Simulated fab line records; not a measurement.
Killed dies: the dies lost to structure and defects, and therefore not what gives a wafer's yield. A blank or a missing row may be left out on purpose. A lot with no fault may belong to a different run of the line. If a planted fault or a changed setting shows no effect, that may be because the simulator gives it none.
Which tool is to blame? / flow nand-harc / at 1 step of a route of 1302, 7 lots with 21 wafers sampled

== WHAT THE GAUGES READ, wafer by wafer ==
NHARC_A_ZERO_WELL_CD_MEAS_10 targets a cd of 2000 nm.
lot=L181; measured=day 7 07:21; on=cd-sem-03; cd-nm (nm)=2001.0 2000.3 1998.1
lot=L184; measured=day 8 19:38; on=cd-sem-02; cd-nm (nm)=2000.1 1999.0 2000.8
lot=L186; measured=day 9 07:16; on=cd-sem-02; cd-nm (nm)=2001.5 2002.2 2002.3
lot=L190; measured=day 10 22:45; on=cd-sem-02; cd-nm (nm)=2000.9 2001.8 2000.3
lot=L192; measured=day 11 12:48; on=cd-sem-02; cd-nm (nm)=2000.7 2001.4 2000.2
lot=L194; measured=day 12 20:07; on=cd-sem-03; cd-nm (nm)=2001.1 1999.9 2001.9
lot=L201; measured=day 15 16:33; on=cd-sem-02; cd-nm (nm)=2002.2 2000.8 2001.5

== TOOL THAT RAN EACH LOT (tool first, then ch and the chambers of the sampled wafers, then the start) ==
The record shows no process step preceding these readings.

== THE ANSWER, worked out from the rows above alone ==
Rule: what is usual is taken from the lots themselves. The widest of any qualifying gaps counts: lots, ordered by their means at a reading, are off when they make up no more than a third of the lots, leave a main group of 4 or more, and stand apart from it by 3 or more times the standard deviation of that group's means. The tables above print the reading to a certain number of digits; a main group whose means all agree to those digits is not used. Also off: a lot with no number at a reading for which 4 or more lots have one. All remaining lots with rows at the step are treated as sound.
None of the lots is off at any reading shown; this tells nothing.

== WHAT HAD BEEN PUT IN BY THE SIMULATOR ==
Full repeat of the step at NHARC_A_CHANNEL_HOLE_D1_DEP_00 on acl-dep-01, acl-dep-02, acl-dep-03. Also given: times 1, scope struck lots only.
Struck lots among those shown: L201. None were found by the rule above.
